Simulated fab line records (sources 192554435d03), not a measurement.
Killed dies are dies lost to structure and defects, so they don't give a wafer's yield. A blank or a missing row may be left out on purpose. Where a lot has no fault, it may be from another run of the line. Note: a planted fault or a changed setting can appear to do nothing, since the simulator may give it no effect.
Which tool was responsible? ; flow n5Finfet ; Sampling: 10 lots, 28 wafers, 6 of 1938 route steps

## WHAT THE GAUGES READ, wafer by wafer
N5_BEOL_M2_OCD_MEAS_38.
lot;measured;on;trenchDepthNm (nm)
L574;day 6 21:10;ocd-01;56.2 58.1 58.1
L578;day 7 23:00;ocd-01;56.1 57.3 56.5
L581;day 10 00:28;ocd-02;54.7 57.2
L584;day 10 06:45;ocd-02;- - -
L585;day 10 06:53;ocd-01;- - -
L593;day 12 04:31;ocd-01;56.4 58.3 56.6
L594;day 12 05:01;ocd-01;57.7 57.7
L595;day 12 09:00;ocd-01;53.5 51.7 53.9
L596;day 12 15:37;ocd-01;57.3 54.2 57.5
L597;day 13 07:57;ocd-02;55.6 57.0 53.4

N5_BEOL_M4_RC_MEAS_101.
lot;measured;on;DIBL_N (mV/V);DIBL_P (mV/V);IOFF_N (nA/um);IOFF_P (nA/um);ION_N (uA/um);ION_P (uA/um);SS_N (mV/dec);SS_P (mV/dec);VT_N (mV);VT_P (mV)
L574;day 7 21:28;prober-02;39.4 37.9 40.5;39.7 38.3 40.5;0.20 0.16 0.22;0.27 0.24 0.30;685 692 695;474 480 473;72.3 71.5 71.9;73.8 72.9 74.1;249 249 247;-244 -249 -245
L578;day 8 17:58;prober-01;37.8 38.2 36.8;36.7 37.9 35.4;0.15 0.16 0.12;0.17 0.20 0.16;669 678 644;445 464 438;72.4 71.1 72.1;73.7 74.5 73.0;253 250 257;-258 -256 -257
L581;day 13 23:11;prober-01;33.7 34.5;33.3 33.1;0.11 0.11;0.15 0.15;652 636;452 440;70.0 71.3;72.7 72.1;253 255;-254 -256
L593;day 13 04:14;prober-01;34.2 37.1 35.1;33.9 35.9 34.9;0.14 0.18 0.14;0.18 0.22 0.21;684 680 660;469 471 455;70.8 71.7 72.4;72.9 73.4 72.9;252 252 251;-252 -249 -246
L594;day 13 06:20;prober-02;37.1 35.6;36.7 35.6;0.18 0.15;0.21 0.20;680 657;467 448;72.7 71.6;73.1 73.5;248 252;-250 -252
L595;day 13 12:28;prober-01;34.8 37.0 40.3;33.8 35.0 41.5;0.12 0.15 0.24;0.17 0.19 0.32;681 644 707;468 444 482;71.7 71.8 72.2;72.6 72.1 73.8;251 253 243;-254 -253 -244
L596;day 13 21:27;prober-02;35.4 33.3 34.5;35.4 32.2 34.5;0.14 0.10 0.13;0.22 0.17 0.21;663 647 674;456 452 474;70.9 70.8 71.5;73.0 72.6 72.9;250 258 255;-248 -251 -250
L597;day 14 07:34;prober-01;33.8 38.3 32.8;34.0 38.9 33.3;0.13 0.21 0.12;0.21 0.28 0.19;661 687 688;458 475 477;71.6 71.9 72.0;72.5 73.3 71.6;253 247 253;-248 -245 -250

## WHICH TOOL RAN EACH LOT (tool, then ch and the chambers of the sampled wafers, then the start)
lot;N5_BEOL_M1_PRE_CLEAN_60;N5_BEOL_M1_DEP_57;N5_BEOL_M2_ILD_DEP_00;N5_BEOL_M2_PECVD_72
L574;cvdCo-01 ch 0,1,2, day 6 08:46;pecvd-04 ch 0,2, day 6 08:56;pecvd-01 ch 0,1,2, day 6 09:05;pecvd-02 ch 0,1,2, day 6 09:11
L578;cvdCo-02 ch 0,1, day 7 18:28;pecvd-02 ch 0,1,2, day 7 18:37;pecvd-01 ch 0,1,2, day 7 18:45;pecvd-03 ch 0,1, day 7 18:52
L581;cvdCo-01 ch 0,1, day 9 19:13;pecvd-04 ch 1, day 9 19:23;pecvd-01 ch 0,1, day 9 19:31;pecvd-02 ch 0, day 9 19:38
L584;cvdCo-01 ch 1,2, day 9 22:25;pecvd-04 ch 0,1,2, day 9 22:34;pecvd-02 ch 0,1, day 9 22:42;pecvd-01 ch 0,1, day 9 22:49
L585;cvdCo-02 ch 0,1,2, day 10 01:34;pecvd-01 ch 0,1, day 10 01:44;pecvd-02 ch 0,1, day 10 01:52;pecvd-01 ch 0,1, day 10 01:59
L593;cvdCo-02 ch 0,1, day 11 07:22;pecvd-01 ch 0,1,2, day 11 07:31;pecvd-03 ch 1,2, day 11 07:39;pecvd-02 ch 0,1, day 11 07:46
L594;cvdCo-01 ch 0,2, day 11 11:02;pecvd-04 ch 0,2, day 11 11:14;pecvd-02 ch 0,1, day 11 11:22;pecvd-03 ch 1,2, day 11 11:29
L595;cvdCo-01 ch 0,2, day 12 01:31;pecvd-04 ch 0,1,2, day 12 01:44;pecvd-03 ch 1,2, day 12 01:52;pecvd-02 ch 0,1, day 12 01:58
L596;cvdCo-01 ch 0,2, day 12 08:56;pecvd-01 ch 0,2, day 12 09:05;pecvd-02 ch 1,2, day 12 09:13;pecvd-01 ch 0,2, day 12 09:20
L597;cvdCo-02 ch 0,1, day 12 22:04;pecvd-02 ch 0,2, day 12 22:17;pecvd-02 ch 0,1, day 12 22:25;pecvd-01 ch 0,2, day 12 22:31
- N5_BEOL_M1_PRE_CLEAN_60: time 15 s.
- N5_BEOL_M1_DEP_57: deposits SiCN from 3MS/NH3, target thk 8 nm, time 14 s.
- N5_BEOL_M2_ILD_DEP_00: deposits SiOC from DEMS/O2, target thk 79 nm, time 15.3 s.
- N5_BEOL_M2_PECVD_72: deposits SiO2 from TEOS/O2, target thk 16 nm, time 18 s.

## AS READ BY THE TOOLS THEMSELVES (means over the sampled wafers that have a number; for cases with no such wafer, the mark the record gives instead)
N5_BEOL_M1_PRE_CLEAN_60.
lot;tool;heaterPowerW (W)
L574;cvdCo-01;101
L578;cvdCo-02;77
L581;cvdCo-01;90
L584;cvdCo-01;113
L585;cvdCo-02;88
L593;cvdCo-02;79
L594;cvdCo-01;100
L595;cvdCo-01;87
L596;cvdCo-01;106
L597;cvdCo-02;79

N5_BEOL_M1_DEP_57.
lot;tool;chamberPressureTorr (Torr);rfFwdPowerW (W);showerheadPlenumPTorr (Torr);throttleValvePct (%)
L574;pecvd-04;2.997;199.5;3.665;8.7
L578;pecvd-02;3.003;198.9;3.666;9.0
L581;pecvd-04;2.995;199.1;3.681;9.9
L584;pecvd-04;2.998;198.6;3.673;9.0
L585;pecvd-01;2.997;199.3;3.645;9.4
L593;pecvd-01;3.004;199.4;3.652;8.8
L594;pecvd-04;3.007;199.4;3.664;8.6
L595;pecvd-04;2.998;199.2;3.670;9.2
L596;pecvd-01;3.004;199.3;3.660;8.6
L597;pecvd-02;2.999;199.4;3.671;8.8

N5_BEOL_M2_ILD_DEP_00.
lot;tool;chamberPressureTorr (Torr);heaterPowerOuterW (W);heaterPowerW (W);showerheadPlenumPTorr (Torr);throttleValvePct (%)
L574;pecvd-01;5.004;225;431;5.686;11.8
L578;pecvd-01;4.995;247;464;5.682;11.9
L581;pecvd-01;4.999;211;430;5.678;11.9
L584;pecvd-02;-;-;-;-;-
L585;pecvd-02;-;-;-;-;-
L593;pecvd-03;5.003;260;486;5.691;11.4
L594;pecvd-02;5.003;268;497;5.681;11.9
L595;pecvd-03;5.004;244;460;5.692;11.3
L596;pecvd-02;5.003;345;574;5.701;11.7
L597;pecvd-02;5.008;288;517;5.702;12.0

N5_BEOL_M2_PECVD_72.
lot;tool;heaterPowerW (W);showerheadPlenumPTorr (Torr);throttleValvePct (%)
L574;pecvd-02;792;8.80;22.0
L578;pecvd-03;735;8.66;22.2
L581;pecvd-02;823;8.77;22.6
L584;pecvd-01;705;8.69;22.9
L585;pecvd-01;594;8.68;22.9
L593;pecvd-02;734;8.78;22.6
L594;pecvd-03;766;8.75;21.5
L595;pecvd-02;854;8.77;22.6
L596;pecvd-01;653;8.76;21.2
L597;pecvd-01;676;8.76;21.2

## THE ANSWER, worked out from the rows above alone
Rule: usual is defined by the lots themselves. Put in order of their means at a reading, lots are off if they are a third of the lots or fewer, leave a main group of 4 or more, and stand apart from it by a gap of 3 or more times the standard deviation of the main group's means; of several such gaps the widest counts. If all means in a main group match to the digits the tables above print for the reading, that group is not used. A lot without any number at a reading at which 4 lots or more have one is off too. The other lots that the step has rows for count as sound. First the gauges in route order, then the tools' own readings, where a lot's mean is used as printed above. At the first step where some lot is off, the reading lying furthest off is the one used; lots without a number count as furthest.
Off: L584, L585 (N5_BEOL_M2_OCD_MEAS_38, trenchDepthNm). Without a number there: L584, L585. The main group has a mean of 56.2 nm with a standard deviation of 1.4.
A tool fits if, at a process step before that reading, it ran every lot that is off, and no sound lot after the first of them. The gauges at N5_BEOL_M2_OCD_MEAS_38 aren't tried: what is off there is off at N5_BEOL_M2_ILD_DEP_00 too, on other tools, and a gauge's error can't cause that. None of those tried fits.

## WHAT THE SIMULATOR PUT IN
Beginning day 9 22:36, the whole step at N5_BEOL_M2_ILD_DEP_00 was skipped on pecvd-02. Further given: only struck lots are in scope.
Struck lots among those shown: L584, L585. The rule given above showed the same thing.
